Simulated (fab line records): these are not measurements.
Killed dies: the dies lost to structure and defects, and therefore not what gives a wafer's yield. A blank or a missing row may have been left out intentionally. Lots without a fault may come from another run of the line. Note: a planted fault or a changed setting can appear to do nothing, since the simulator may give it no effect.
Matching of chambers :: flow n5_finfet :: 4 sister chambers for N5_BEOL_M13_DESCUM_33 on rie_diel-03
The step chemistry O2, time 7.9 s. 8 wafers are shown with their chamber, then 11 later ones without.

== EACH WAFER AND ITS CHAMBER ==
wafer: L083.4
chamber: 3
drypump_motor_current_A (A): 6.4
throttle_valve_pct (%): 20.5

wafer: L085.3
chamber: 3
drypump_motor_current_A (A): 6.5
throttle_valve_pct (%): 20.4

wafer: L085.6
chamber: 2
drypump_motor_current_A (A): 6.0
throttle_valve_pct (%): 19.8

wafer: L089.5
chamber: 2
drypump_motor_current_A (A): 6.0
throttle_valve_pct (%): 19.8

wafer: L091.3
chamber: 0
drypump_motor_current_A (A): 5.2
throttle_valve_pct (%): 20.4

wafer: L091.4
chamber: 1
drypump_motor_current_A (A): 5.9
throttle_valve_pct (%): 20.1

wafer: L091.6
chamber: 1
drypump_motor_current_A (A): 5.9
throttle_valve_pct (%): 20.0

wafer: L090.2
chamber: 0
drypump_motor_current_A (A): 5.3
throttle_valve_pct (%): 20.4

== WAFERS WITHOUT THEIR CHAMBER ==
wafer: L090.3
drypump_motor_current_A (A): 6.5
throttle_valve_pct (%): 20.5

wafer: L090.6
drypump_motor_current_A (A): 6.0
throttle_valve_pct (%): 19.8

wafer: L088.1
drypump_motor_current_A (A): 6.5
throttle_valve_pct (%): 20.5

wafer: L088.5
drypump_motor_current_A (A): 6.5
throttle_valve_pct (%): 20.5

wafer: L088.6
drypump_motor_current_A (A): 5.9
throttle_valve_pct (%): 19.8

wafer: L093.1
drypump_motor_current_A (A): 5.3
throttle_valve_pct (%): 20.4

wafer: L093.3
drypump_motor_current_A (A): 5.9
throttle_valve_pct (%): 19.8

wafer: L093.6
drypump_motor_current_A (A): 5.9
throttle_valve_pct (%): 20.1

wafer: L095.1
drypump_motor_current_A (A): 5.9
throttle_valve_pct (%): 20.1

wafer: L095.3
drypump_motor_current_A (A): 5.2
throttle_valve_pct (%): 20.4

wafer: L095.6
drypump_motor_current_A (A): 5.2
throttle_valve_pct (%): 20.4

== WHICH CHAMBER EACH ONE RAN IN ==
wafer: L090.3
from the rows above: 3
in truth: 3

wafer: L090.6
from the rows above: 2
in truth: 2

wafer: L088.1
from the rows above: 3
in truth: 3

wafer: L088.5
from the rows above: 3
in truth: 3

wafer: L088.6
from the rows above: 2
in truth: 2

wafer: L093.1
from the rows above: 0
in truth: 0

wafer: L093.3
from the rows above: 2
in truth: 2

wafer: L093.6
from the rows above: 1
in truth: 1

wafer: L095.1
from the rows above: 1
in truth: 1

wafer: L095.3
from the rows above: 0
in truth: 0

wafer: L095.6
from the rows above: 0
in truth: 0
Correctly placed: 11 of 11. Left unplaced by these rows: 0. Wrongly placed: 0.
How it was worked out, from the rows above alone: a wafer's distance from a chamber is the root of the sum, over the readings, of the square of ((its reading less the chamber's mean) divided by the reading's scatter). The wafer belongs to the nearest chamber; if the next one is less than 2 further off, it can't be placed. The mean given for a chamber averages the wafers shown for that chamber. The scatter: take each reading less its chamber's mean, square it, sum over the shown wafers, divide by the number of wafers less the number of chambers, and take the root.
